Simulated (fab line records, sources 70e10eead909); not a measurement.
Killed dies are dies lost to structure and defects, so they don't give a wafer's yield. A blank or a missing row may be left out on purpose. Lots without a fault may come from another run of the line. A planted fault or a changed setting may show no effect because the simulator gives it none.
Problem report in the 8D (eight disciplines) form, filled by code | flow nand_harc | the parts of the form that need people (team, actions taken, sign-off) are left out

1. THE PROBLEM
killed_at_array at NHARC_END_SORT_01 reads a mean of 672 on 4 wafers of 3 lots; wafers without a fault read 53 with a standard deviation of 18. That is +34 standard deviations from the usual mean.
First seen on wafer L661.5, day 31 00:04, on prober-01. The record holds 38 wafers of 13 lots with a number at this step. Rule for "out", or "out of limits": more than 4 standard deviations from the usual mean. The other wafers with a number count as sound.

2. WHAT IT IS AND WHAT IT IS NOT
question                    | is                             | is not
which readings at this step | killed_at_array, killed_dies   | killed_at_other, killed_open
which lots                  | L661, L662, L664               | L650, L654, L656, L657, L658, L659, L663, L667, L669, L670
which wafers of those lots  | L661.5, L662.5, L664.1, L664.5 | L661.2, L661.3, L662.2, L662.4
read on which gauges        | prober-01, prober-02           | -
when                        | from day 31 00:04              | up to then (22 sound wafers); but 12 sound wafers of L663, L667, L669, L670 came after

3. SUSPECTS, AND WHAT RULES EACH OUT
Counting: a tool at a process step up to the reading stays a suspect if it ran every lot that is out. Sound lots after the first of them don't rule it out here, since some wafers of a struck lot are sound.
- the gauge at NHARC_END_SORT_01: ruled out. The wafers that are out were read on 2 gauges (prober-01, prober-02).
- rie_diel-02 at NHARC_A_STAIRCASE_ETCH_21 (etches the open film in C4F8/O2, target depth 100 nm, time 40.5 s): kept. It ran every lot that is out, first L661 (day 22 02:05); its last sound lot up to then is L658 (day 20 09:53). Its own readings are out on those wafers: oes_product_au.
- rie_diel-02 at NHARC_A_STAIRCASE_TRIM_22 (chemistry O2, time 211.2 s): kept. It ran every lot that is out, first L661 (day 22 03:02); its last sound lot up to then is L658 (day 20 10:50). NHARC_A_STAIRCASE_TRIM_22 gives no start for some lots, so the hours and the order of its lots are those of NHARC_A_STAIRCASE_STRIP_175.
- rie_diel-02 at NHARC_A_STAIRCASE_ETCH_23 (etches the open film in C4F8/O2, target depth 100 nm, time 40.5 s): kept. It ran every lot that is out, first L661 (day 22 03:02); its last sound lot up to then is L658 (day 20 10:50). NHARC_A_STAIRCASE_ETCH_23 gives no start for some lots, so the hours and the order of its lots are those of NHARC_A_STAIRCASE_STRIP_175.
Left after counting: rie_diel-02 at NHARC_A_STAIRCASE_ETCH_21, rie_diel-02 at NHARC_A_STAIRCASE_TRIM_22, rie_diel-02 at NHARC_A_STAIRCASE_ETCH_23.

4. THE CAUSE (what the simulator had put in)
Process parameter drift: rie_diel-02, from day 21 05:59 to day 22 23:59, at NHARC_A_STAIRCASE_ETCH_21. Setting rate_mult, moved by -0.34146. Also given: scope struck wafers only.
Counting left 3 suspects, and this tool is among them.

5. THE CHAIN OF EFFECTS, in route order
Each row: a reading whose mean over the struck wafers that have a number lies more than 3 standard deviations from the usual. Only readings for which the record gives a usual standard deviation are gone through. hours: the time from each lot's start at the first step in this table that gives one to its start at this step, as a median over the lots. sigmas: the change in usual standard deviations.
hours | step                      | reading         | usual      | on struck wafers | change | sigmas
0     | NHARC_A_STAIRCASE_ETCH_21 | oes_product_au  | 0.956 a.u. | 0.768            | -0.188 | -12
212   | NHARC_END_SORT_01         | killed_at_array | 53         | 672              | +619   | +34
212   | NHARC_END_SORT_01         | killed_dies     | 58         | 677              | +619   | +34
The process steps in it:
- NHARC_A_STAIRCASE_ETCH_21: etches the open film in C4F8/O2, target depth 100 nm, time 40.5 s.

6. WHAT WOULD HAVE CAUGHT IT SOONER
In this record the first reading out of limits at a measuring or inspecting step was taken at day 31 00:04, 234 hours after the fault began at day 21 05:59.
The tool's own readings at NHARC_A_STAIRCASE_ETCH_21 were out on every struck wafer that the step has a row for (oes_product_au): an alarm limit on them would have fired on the first of those.
All the lots that are out (3) had begun NHARC_A_STAIRCASE_ETCH_21 on rie_diel-02 by day 31 00:04. A hold on the tool at that time would have spared none of them.
